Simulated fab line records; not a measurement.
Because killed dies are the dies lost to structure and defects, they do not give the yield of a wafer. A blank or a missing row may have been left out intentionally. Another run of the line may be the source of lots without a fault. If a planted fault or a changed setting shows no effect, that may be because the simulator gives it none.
fab line records	flow n5-finfet
[record] lots = 24	wafers = 72	last-day = 19
route steps=1938 shown ILD0@335 SDB@365 HKMG_FIN@386
lots untouched by any fault: they come from a run of this same line in which no faults occurred
start-h: the number of hours between the record's first day and the start of the first shown wafer of the lot	wait-h: hours from the lot's prior step to this one	" identical to the entry in the row above	L1.1+2: a row that stands for several wafers	- no value present, or no start provided	* or withheld: withheld	< > ~ a bound
route shown NAME@n: NAME is a module with steps in the file, n the number in the route of the first one	usual: mean/standard deviation taken from wafers without a fault	same: alike in all rows	chamber/n: place in a boat	sites: per-site readings	_std_site: how widely they spread, as a standard deviation	_edge_site: outer sites' mean less inner sites'	radius-mm: how far each site lies from the wafer's centre	mask NAME#n: copy n	behind: the tool/chamber that last shaped the wafer	hold: why the lot went on hold/how many hours it stayed there/how the hold came to an end	device: transistor that didn't switch, given as n, p or np	end of line: tests of these same wafers at the route's end	where a step has no rows: the recipe by itself	killed: the dies lost at the first sort to structure and to defects; this is not the yield of the wafer	map: per-die view of a wafer (x killed, . not killed, _ where there is no die)
set.NAME: the setting the step ran with; set.NAME@STEP: the setting that earlier step ran with	model.NAME: the simulator's own value behind a step, which no gauge read
the route's steps for a sample of lots (tables are steps, rows are wafers)
services: from which hour (start-h, from the record's first day; less than 0 if before it) a tool's chamber was out of use, for how many hours, and why
[[steps]]
[step N5_ILD0_LINER_00]
[recipe] material = SiNx	target-thk-a = 40	temp-c = 400	ald-precursor-family = SiH2I2	ald-co-reactant = N2/H2-plasma	pulse-time-s = 1	purge-time-s = 2	co-reactant-purge-time-s = 2	ald-cycles = 80	pressure-torr = 2
[usual] heater-power-w = 813/110	precursor-pulse-height-rel = 1.000/0.021
lot.wafer	tool	chamber	start-h	wait-h	heater-power-w	precursor-pulse-height-rel
L074.1	ald-sin-04	0	63.29	0.0	662	1.017
L074.5	"	3	"	"	672	0.973
L074.6	"	2	"	"	777	0.972
L075.2	ald-sin-04	0	70.12	0.0	689	0.962
L075.5	"	1	"	"	863	1.009
L075.6	"	2	"	"	790	1.002
L076.4	ald-sin-03	1	77.92	0.0	767	1.013
L076.5	"	3	"	"	706	1.026
L076.6	"	2	"	"	935	0.995
L077.1	ald-sin-04	2	83.58	0.0	796	0.998
L077.3	"	1	"	"	850	1.000
L077.6	"	3	"	"	679	0.958
L078.4	ald-sin-03	1	87.24	0.4	792	0.967
L078.5	"	2	"	"	964	0.993
L078.6	"	1	"	"	786	1.002
L079.1	ald-sin-03	0	90.56	0.3	992	0.994
L079.3	"	1	"	"	806	0.980
L079.4	"	3	"	"	751	1.003
L080.3	ald-sin-04	3	94.12	0.3	652	1.009
L080.4	"	0	"	"	693	1.010
L080.5	"	2	"	"	795	1.004
L081.2	ald-sin-03	1	99.44	0.1	779	1.017
L081.3	"	3	"	"	731	1.008
L081.5	"	3	"	"	712	1.020
L082.2	ald-sin-04	0	105.53	0.0	693	1.007
L082.3	"	3	"	"	657	1.013
L082.6	"	3	"	"	664	1.014
L083.3	ald-sin-02	2	114.13	0.0	845	0.993
L083.4	"	1	"	"	832	0.957
L083.5	"	0	"	"	797	0.961
L084.1	ald-sin-03	3	120.76	0.0	720	1.016
L084.4	"	0	"	"	993	1.010
L084.6	"	0	"	"	996	1.006
L085.1	ald-sin-02	2	131.96	1.2	871	0.968
L085.4	"	1	"	"	850	1.005
L085.6	"	2	"	"	851	0.954
L086.1	ald-sin-03	0	134.68	0.0	982	0.970
L086.2	"	3	"	"	717	0.988
L086.3	"	2	"	"	947	1.017
L087.1	ald-sin-03	3	138.68	0.0	703	0.993
L087.2	"	1	"	"	777	0.990
L087.4	"	2	"	"	975	1.020
L088.1	ald-sin-03	1	145.06	0.2	787	0.977
L088.3	"	3	"	"	705	0.997
L088.5	"	0	"	"	1002	0.988
L089.2	ald-sin-03	2	149.88	0.0	940	1.030
L089.3	"	1	"	"	775	1.001
L089.6	"	2	"	"	965	0.979
L090.1	ald-sin-03	3	152.97	0.0	715	1.013
L090.2	"	2	"	"	947	0.975
L090.6	"	0	"	"	995	0.997
L091.2	ald-sin-04	3	159.27	0.0	677	0.981
L091.3	"	1	"	"	855	0.985
L091.4	"	2	"	"	782	1.016
L092.2	ald-sin-04	2	167.29	0.1	779	1.003
L092.4	"	1	"	"	841	1.018
L092.6	"	3	"	"	668	1.034
L093.1	ald-sin-04	1	173.80	0.0	850	1.020
L093.5	"	2	"	"	786	1.028
L093.6	"	3	"	"	683	0.998
L094.2	ald-sin-04	3	180.43	0.2	669	1.004
L094.3	"	0	"	"	682	0.983
L094.5	"	2	"	"	785	1.005
L095.1	ald-sin-03	3	186.23	0.4	709	0.993
L095.2	"	1	"	"	743	1.007
L095.4	"	0	"	"	968	1.025
L096.1	ald-sin-04	2	191.55	0.3	804	1.005
L096.3	"	1	"	"	858	0.969
L096.5	"	2	"	"	766	0.981
L097.1	ald-sin-03	1	197.94	1.7	783	0.980
L097.4	"	2	"	"	958	1.017
L097.5	"	1	"	"	789	1.012
[step N5_ILD0_THK_MEAS_08]
[usual] thk-nm = 138.3/1.4
lot.wafer	tool	chamber	start-h	wait-h	thk-nm
L074.1	film-metro-02	-	66.28	-	139.2
L074.5	"	-	"	"	139.9
L074.6	"	-	"	"	141.1
L075.2	film-metro-01	-	73.12	-	136.4
L075.5	"	-	"	"	137.9
L075.6	"	-	"	"	138.4
L076.4	film-metro-01	-	80.91	-	138.7
L076.5	"	-	"	"	140.7
L076.6	"	-	"	"	140.1
L077.1	film-metro-02	-	86.57	-	135.9
L077.3	"	-	"	"	138.0
L077.6	"	-	"	"	137.3
L078.4	film-metro-02	-	90.37	-	137.8
L078.5	"	-	"	"	139.2
L078.6	"	-	"	"	134.6
L079.1	film-metro-01	-	93.54	-	138.9
L079.3	"	-	"	"	138.8
L079.4	"	-	"	"	134.8
L080.3	film-metro-01	-	97.22	-	139.4
L080.4	"	-	"	"	139.2
L080.5	"	-	"	"	139.4
L081.2	film-metro-01	-	102.43	-	139.6
L081.3	"	-	"	"	139.1
L081.5	"	-	"	"	139.3
L082.2	film-metro-02	-	108.53	-	137.7
L082.3	"	-	"	"	136.7
L082.6	"	-	"	"	139.8
L083.3	film-metro-01	-	117.11	-	138.1
L083.4	"	-	"	"	136.3
L083.5	"	-	"	"	139.0
L084.1	film-metro-02	-	123.75	-	139.4
L084.4	"	-	"	"	137.1
L084.6	"	-	"	"	138.1
L085.1	film-metro-01	-	134.99	-	137.6
L085.4	"	-	"	"	138.5
L085.6	"	-	"	"	135.7
L086.1	film-metro-02	-	137.68	-	139.8
L086.2	"	-	"	"	136.2
L086.3	"	-	"	"	138.1
L087.1	film-metro-01	-	141.66	-	139.3
L087.2	"	-	"	"	139.5
L087.4	"	-	"	"	136.4
L088.1	film-metro-02	-	148.05	-	138.4
L088.3	"	-	"	"	139.2
L088.5	"	-	"	"	137.8
L089.2	film-metro-02	-	152.97	-	138.7
L089.3	"	-	"	"	139.1
L089.6	"	-	"	"	138.0
L090.1	film-metro-02	-	155.95	-	139.5
L090.2	"	-	"	"	138.1
L090.6	"	-	"	"	138.7
L091.2	film-metro-01	-	162.25	-	138.3
L091.3	"	-	"	"	134.4
L091.4	"	-	"	"	136.3
L092.2	film-metro-02	-	170.36	-	135.7
L092.4	"	-	"	"	139.2
L092.6	"	-	"	"	138.8
L093.1	film-metro-01	-	176.79	-	139.2
L093.5	"	-	"	"	137.7
L093.6	"	-	"	"	140.6
L094.2	film-metro-01	-	183.42	-	137.3
L094.3	"	-	"	"	139.9
L094.5	"	-	"	"	139.3
L095.1	film-metro-01	-	190.12	-	141.0
L095.2	"	-	"	"	137.9
L095.4	"	-	"	"	141.1
L096.1	film-metro-02	-	194.66	-	141.4
L096.3	"	-	"	"	138.4
L096.5	"	-	"	"	137.8
L097.1	film-metro-02	-	200.92	-	138.5
L097.4	"	-	"	"	135.0
L097.5	"	-	"	"	135.5
[step N5_ILD0_THK_MEAS_13]
[usual] thk-nm = 17.3/1.4
lot.wafer	tool	chamber	start-h	wait-h	thk-nm
L074.1	film-metro-01	-	69.49	-	17.1
L074.5	"	-	"	"	14.9
L074.6	"	-	"	"	17.1
L075.2	film-metro-01	-	76.33	-	15.3
L075.5	"	-	"	"	18.5
L075.6	"	-	"	"	17.2
L076.4	film-metro-01	-	85.21	-	18.0
L076.5	"	-	"	"	19.1
L076.6	"	-	"	"	19.4
L077.1	film-metro-02	-	90.14	-	18.5
L077.3	"	-	"	"	16.6
L077.6	"	-	"	"	16.5
L078.4	film-metro-02	-	93.92	-	17.6
L078.5	"	-	"	"	15.1
L078.6	"	-	"	"	18.2
L079.1	film-metro-01	-	96.87	-	14.3
L079.3	"	-	"	"	16.0
L079.4	"	-	"	"	16.6
L080.3	film-metro-01	-	100.43	-	17.3
L080.4	"	-	"	"	15.9
L080.5	"	-	"	"	16.1
L081.2	film-metro-01	-	105.66	0.3	18.2
L081.3	"	-	"	"	17.5
L081.5	"	-	"	"	15.3
L082.2	film-metro-01	-	111.80	-	17.1
L082.3	"	-	"	"	15.2
L082.6	"	-	"	"	15.7
L083.3	film-metro-01	-	120.48	-	15.5
L083.4	"	-	"	"	18.7
L083.5	"	-	"	"	19.2
L084.1	film-metro-02	-	127.50	-	14.5
L084.4	"	-	"	"	19.0
L084.6	"	-	"	"	18.8
L085.1	film-metro-02	-	138.20	-	15.3
L085.4	"	-	"	"	17.5
L085.6	"	-	"	"	14.1
L086.1	film-metro-01	-	140.89	-	17.5
L086.2	"	-	"	"	19.4
L086.3	"	-	"	"	17.1
L087.1	film-metro-01	-	144.88	-	18.6
L087.2	"	-	"	"	15.7
L087.4	"	-	"	"	18.8
L088.1	film-metro-02	-	151.39	-	16.9
L088.3	"	-	"	"	18.8
L088.5	"	-	"	"	19.0
L089.2	film-metro-01	-	156.18	-	19.0
L089.3	"	-	"	"	17.2
L089.6	"	-	"	"	19.1
L090.1	film-metro-01	-	159.16	-	17.3
L090.2	"	-	"	"	17.2
L090.6	"	-	"	"	18.2
L091.2	film-metro-02	-	165.50	-	17.1
L091.3	"	-	"	"	17.4
L091.4	"	-	"	"	18.7
L092.2	film-metro-02	-	174.03	-	17.1
L092.4	"	-	"	"	17.6
L092.6	"	-	"	"	15.7
L093.1	film-metro-01	-	180.00	-	18.5
L093.5	"	-	"	"	18.4
L093.6	"	-	"	"	18.5
L094.2	film-metro-01	-	186.63	-	17.8
L094.3	"	-	"	"	16.3
L094.5	"	-	"	"	17.3
L095.1	film-metro-01	-	193.39	-	17.8
L095.2	"	-	"	"	14.7
L095.4	"	-	"	"	17.6
L096.1	film-metro-02	-	197.87	-	19.4
L096.3	"	-	"	"	17.8
L096.5	"	-	"	"	17.0
L097.1	film-metro-01	-	204.13	-	18.3
L097.4	"	-	"	"	19.2
L097.5	"	-	"	"	19.1
[step N5_SDB_STRIP_22]
[recipe] chemistry = N2/H2	power-w = 1000	temp-c = 250	h2-frac = 0.65	overash-fraction = 0.3	pressure-mtorr = withheld	n2-flow-sccm = 1750	h2-flow-sccm = 3250
[usual] drypump-motor-current-A = 5.7/0.39	heater-power-w = 337/22	oes-product-au = 0.715/0.0041	strip-time-to-endpoint-s = 96.4/0.43
[same] overash-fraction = 0.3
lot.wafer	tool	chamber	start-h	wait-h	drypump-motor-current-A	heater-power-w	oes-product-au	rf-hours-counter-h	strip-time-to-endpoint-s
L074.1	plasma-asher-02	1	70.41	0.1	5.6	373	0.721	28	97.0
L074.5	"	1	"	"	5.6	373	0.711	-	96.6
L074.6	"	0	"	"	6.4	348	0.715	-	96.1
L075.2	plasma-asher-02	0	77.52	0.1	6.4	351	0.712	30	96.4
L075.5	"	0	"	"	6.4	348	0.719	-	96.2
L075.6	"	1	"	"	5.6	376	0.718	-	96.5
L076.4	plasma-asher-02	1	86.15	0.1	5.6	367	0.710	-	97.0
L076.5	"	1	"	"	5.6	378	0.718	-	96.5
L076.6	"	0	"	"	6.4	342	0.718	-	97.1
L077.1	plasma-asher-01	1	91.01	0.1	5.4	330	0.719	91	96.8
L077.3	"	1	"	"	5.4	347	0.713	-	96.9
L077.6	"	1	"	"	5.4	333	0.709	-	96.7
L078.4	plasma-asher-01	1	94.87	0.1	5.4	336	0.717	-	97.0
L078.5	"	0	"	"	5.5	316	0.713	-	96.2
L078.6	"	1	"	"	5.3	329	0.712	-	96.7
L079.1	plasma-asher-01	1	97.72	0.1	5.3	332	0.716	92	97.5
L079.3	"	1	"	"	5.4	331	0.720	-	96.4
L079.4	"	0	"	"	5.5	306	0.720	-	96.2
L080.3	plasma-asher-01	0	101.41	0.1	5.5	317	0.714	-	96.9
L080.4	"	1	"	"	5.3	332	0.717	-	96.3
L080.5	"	0	"	"	5.6	313	0.709	-	97.1
L081.2	plasma-asher-02	0	106.57	0.1	6.4	347	0.722	35	96.5
L081.3	"	1	"	"	5.6	369	0.715	-	96.8
L081.5	"	0	"	"	6.4	358	0.713	-	96.1
L082.2	plasma-asher-01	1	112.71	0.1	5.3	329	0.708	97	96.7
L082.3	"	1	"	"	5.3	336	0.712	-	96.5
L082.6	"	0	"	"	5.5	309	0.711	-	96.8
L083.3	plasma-asher-01	0	121.43	0.1	5.5	315	0.711	-	96.9
L083.4	"	1	"	"	5.4	334	0.721	-	96.5
L083.5	"	0	"	"	5.5	315	0.718	-	96.4
L084.1	plasma-asher-01	1	128.50	0.1	5.3	331	0.718	100	97.6
L084.4	"	1	"	"	5.3	325	0.709	-	97.2
L084.6	"	0	"	"	5.5	319	0.713	-	97.0
L085.1	plasma-asher-01	1	139.14	0.1	5.4	333	0.713	102	96.3
L085.4	"	1	"	"	5.4	335	0.715	-	96.9
L085.6	"	0	"	"	5.6	307	0.709	-	97.3
L086.1	plasma-asher-02	0	141.99	0.1	6.4	358	0.710	42	96.5
L086.2	"	1	"	"	5.5	371	0.713	42	96.9
L086.3	"	0	"	"	6.4	351	0.710	-	95.8
L087.1	plasma-asher-02	1	146.19	0.1	5.6	368	0.720	42	96.1
L087.2	"	0	"	"	6.4	347	0.716	42	96.4
L087.4	"	1	"	"	5.5	364	0.709	-	96.1
L088.1	plasma-asher-01	0	152.31	0.1	5.6	313	0.711	105	96.6
L088.3	"	1	"	"	5.4	329	0.716	-	96.1
L088.5	"	0	"	"	5.6	307	0.716	-	96.4
L089.2	plasma-asher-01	0	157.09	0.1	5.5	306	0.715	106	96.5
L089.3	"	0	"	"	5.6	307	0.714	-	96.4
L089.6	"	0	"	"	5.6	314	0.720	-	96.7
L090.1	plasma-asher-01	0	160.07	0.1	5.5	311	0.714	106	96.4
L090.2	"	1	"	"	5.4	328	0.713	106	96.4
L090.6	"	1	"	"	5.3	329	0.714	-	96.1
L091.2	plasma-asher-01	1	166.78	0.1	5.4	335	0.713	108	95.9
L091.3	"	0	"	"	5.5	309	0.712	-	96.4
L091.4	"	1	"	"	5.4	324	0.714	-	95.7
L092.2	plasma-asher-02	1	174.83	0.1	5.5	369	0.716	49	95.8
L092.4	"	0	"	"	6.4	341	0.719	-	96.4
L092.6	"	0	"	"	6.4	346	0.712	-	95.6
L093.1	plasma-asher-02	0	180.94	0.1	6.4	345	0.720	49	95.9
L093.5	"	0	"	"	6.4	359	0.710	-	96.3
L093.6	"	1	"	"	5.6	372	0.719	-	96.3
L094.2	plasma-asher-01	0	187.54	0.1	5.6	317	0.717	113	96.2
L094.3	"	1	"	"	5.3	331	0.725	-	96.1
L094.5	"	1	"	"	5.3	329	0.717	-	96.1
L095.1	plasma-asher-02	0	194.35	0.1	6.4	343	0.711	52	96.5
L095.2	"	1	"	"	5.6	386	0.721	52	96.0
L095.4	"	0	"	"	6.4	338	0.709	-	96.4
L096.1	plasma-asher-02	0	198.78	0.1	6.4	349	0.724	52	96.2
L096.3	"	1	"	"	5.5	368	0.717	-	96.6
L096.5	"	0	"	"	6.4	356	0.718	-	96.4
L097.1	plasma-asher-01	0	205.36	0.1	5.5	318	0.718	116	96.3
L097.4	"	0	"	"	5.6	311	0.714	-	96.3
L097.5	"	0	"	"	5.5	315	0.724	-	96.4
[step N5_HKMG_FIN_HK_ALD_01]
[recipe] material = HfO2	target-thk-a = 16	temp-c = withheld	ald-precursor-family = HfCl4	ald-co-reactant = H2O	pulse-time-s = 3	purge-time-s = 3	co-reactant-purge-time-s = 2.5	co-reactant-pulse-time-s = 0.3	ald-cycles = 30
[usual] precursor-pulse-height-rel = 0.998/0.019
lot.wafer	tool	chamber	start-h	wait-h	precursor-pulse-height-rel
L074.1	ald-hk-02	2	75.44	0.0	0.971
L074.5	"	3	"	"	1.012
L074.6	"	2	"	"	1.031
L075.2	ald-hk-01	0	81.66	0.0	0.982
L075.5	"	2	"	"	0.992
L075.6	"	3	"	"	1.021
L076.4	ald-hk-02	0	90.24	0.0	1.000
L076.5	"	2	"	"	0.949
L076.6	"	1	"	"	0.994
L077.1	ald-hk-03	2	97.15	0.0	1.013
L077.3	"	3	"	"	1.013
L077.6	"	2	"	"	0.983
L078.4	ald-hk-01	0	100.34	0.0	0.998
L078.5	"	0	"	"	1.022
L078.6	"	1	"	"	1.014
L079.1	ald-hk-02	2	102.03	0.0	0.983
L079.3	"	3	"	"	1.013
L079.4	"	1	"	"	0.987
L080.3	ald-hk-02	1	105.55	0.0	1.027
L080.4	"	3	"	"	1.008
L080.5	"	0	"	"	1.004
L081.2	ald-hk-02	2	111.59	0.0	1.012
L081.3	"	1	"	"	1.034
L081.5	"	2	"	"	1.030
L082.2	ald-hk-03	1	116.91	0.0	1.012
L082.3	"	3	"	"	1.006
L082.6	"	3	"	"	0.995
L083.3	ald-hk-02	2	125.66	0.0	1.002
L083.4	"	1	"	"	0.990
L083.5	"	1	"	"	1.016
L084.1	ald-hk-02	3	133.21	0.0	1.002
L084.4	"	1	"	"	0.975
L084.6	"	1	"	"	0.999
L085.1	ald-hk-03	0	144.03	0.0	1.002
L085.4	"	2	"	"	0.986
L085.6	"	2	"	"	1.014
L086.1	ald-hk-01	2	147.10	0.0	0.958
L086.2	"	0	"	"	1.018
L086.3	"	1	"	"	1.059
L087.1	ald-hk-02	0	150.56	0.0	1.017
L087.2	"	1	"	"	0.989
L087.4	"	3	"	"	1.003
L088.1	ald-hk-03	1	156.44	0.0	0.993
L088.3	"	2	"	"	0.980
L088.5	"	1	"	"	1.003
L089.2	ald-hk-03	0	161.27	0.0	0.976
L089.3	"	3	"	"	0.995
L089.6	"	1	"	"	0.992
L090.1	ald-hk-01	3	165.03	0.0	0.980
L090.2	"	1	"	"	1.011
L090.6	"	1	"	"	1.002
L091.2	ald-hk-01	2	171.16	0.0	0.971
L091.3	"	3	"	"	0.987
L091.4	"	1	"	"	1.030
L092.2	ald-hk-03	0	179.06	0.0	0.979
L092.4	"	2	"	"	0.989
L092.6	"	0	"	"	1.021
L093.1	ald-hk-01	2	185.07	0.0	1.017
L093.5	"	1	"	"	1.014
L093.6	"	0	"	"	1.005
L094.2	ald-hk-03	2	191.91	0.0	1.017
L094.3	"	1	"	"	0.969
L094.5	"	1	"	"	0.966
L095.1	ald-hk-01	1	198.90	0.0	0.978
L095.2	"	2	"	"	0.990
L095.4	"	3	"	"	1.007
L096.1	ald-hk-02	3	203.06	0.0	1.024
L096.3	"	0	"	"	0.973
L096.5	"	0	"	"	0.993
L097.1	ald-hk-02	3	209.50	0.0	0.975
L097.4	"	2	"	"	1.015
L097.5	"	3	"	"	1.024
[step N5_HKMG_FIN_INSPECT_14]
[recipe] mode = adi	inspect-instrument = macro
[usual] raw-defect-count = 2.0/1.6
lot.wafer	tool	chamber	start-h	wait-h	raw-defect-count
L074.1	defect-inspect-02	-	79.68	0.0	2
L074.5	"	-	"	"	3
L074.6	"	-	"	"	3
L075.2	defect-inspect-01	-	86.10	0.0	2
L075.5	"	-	"	"	2
L075.6	"	-	"	"	6
L076.4	defect-inspect-01	-	94.48	0.0	2
L076.5	"	-	"	"	1
L076.6	"	-	"	"	1
L077.1	defect-inspect-01	-	101.44	0.0	1
L077.3	"	-	"	"	3
L077.6	"	-	"	"	5
L078.4	defect-inspect-02	-	104.68	0.0	1
L078.5	"	-	"	"	3
L078.6	"	-	"	"	2
L079.1	defect-inspect-02	-	106.28	0.0	0
L079.3	"	-	"	"	1
L079.4	"	-	"	"	1
L080.3	defect-inspect-01	-	110.05	0.0	1
L080.4	"	-	"	"	3
L080.5	"	-	"	"	1
L081.2	defect-inspect-01	-	115.96	0.0	2
L081.3	"	-	"	"	1
L081.5	"	-	"	"	2
L082.2	defect-inspect-02	-	121.40	0.0	2
L082.3	"	-	"	"	1
L082.6	"	-	"	"	6
L083.3	defect-inspect-02	-	130.02	0.0	5
L083.4	"	-	"	"	1
L083.5	"	-	"	"	0
L084.1	defect-inspect-02	-	137.75	0.0	0
L084.4	"	-	"	"	1
L084.6	"	-	"	"	4
L085.1	defect-inspect-01	-	148.29	0.0	2
L085.4	"	-	"	"	1
L085.6	"	-	"	"	1
L086.1	defect-inspect-01	-	151.36	0.0	1
L086.2	"	-	"	"	2
L086.3	"	-	"	"	4
L087.1	defect-inspect-02	-	154.80	0.0	0
L087.2	"	-	"	"	1
L087.4	"	-	"	"	2
L088.1	defect-inspect-01	-	160.95	0.0	2
L088.3	"	-	"	"	3
L088.5	"	-	"	"	1
L089.2	defect-inspect-01	-	165.83	0.0	0
L089.3	"	-	"	"	3
L089.6	"	-	"	"	1
L090.1	defect-inspect-01	-	169.68	0.0	0
L090.2	"	-	"	"	2
L090.6	"	-	"	"	1
L091.2	defect-inspect-01	-	175.50	0.0	2
L091.3	"	-	"	"	1
L091.4	"	-	"	"	3
L092.2	defect-inspect-01	-	183.64	0.0	2
L092.4	"	-	"	"	4
L092.6	"	-	"	"	2
L093.1	defect-inspect-01	-	189.22	0.0	2
L093.5	"	-	"	"	1
L093.6	"	-	"	"	3
L094.2	defect-inspect-01	-	196.77	0.0	1
L094.3	"	-	"	"	3
L094.5	"	-	"	"	0
L095.1	defect-inspect-01	-	203.30	0.0	1
L095.2	"	-	"	"	3
L095.4	"	-	"	"	2
L096.1	defect-inspect-02	-	207.52	0.0	0
L096.3	"	-	"	"	0
L096.5	"	-	"	"	2
L097.1	defect-inspect-02	-	213.82	0.0	4
L097.4	"	-	"	"	2
L097.5	"	-	"	"	3
[[services]]
tool	chamber	start-h	hours	kind
ald-sin-02	-	62.02	2.1	repair
ald-sin-03	0	79.03	7.5	repair
ald-sin-02	-	85.49	14.0	pm
ald-sin-02	0	85.49	14.0	vent-cycle
ald-sin-02	1	85.49	14.0	vent-cycle
ald-sin-02	2	85.49	14.0	vent-cycle
ald-sin-02	3	85.49	14.0	vent-cycle
ald-hk-03	-	87.06	8.7	pm
ald-sin-04	-	89.69	1.2	repair
ald-sin-02	0	99.49	-	clean
ald-sin-02	1	99.49	-	clean
ald-sin-02	2	99.49	-	clean
ald-sin-02	3	99.49	-	clean
ald-sin-03	3	101.49	2.7	repair
ald-sin-04	3	123.68	6.9	repair
plasma-asher-02	-	144.48	0.7	repair
plasma-asher-02	-	170.78	1.3	repair
ald-sin-02	-	191.13	14.6	pm
ald-hk-02	-	193.95	8.7	pm
[[key]]
fault none
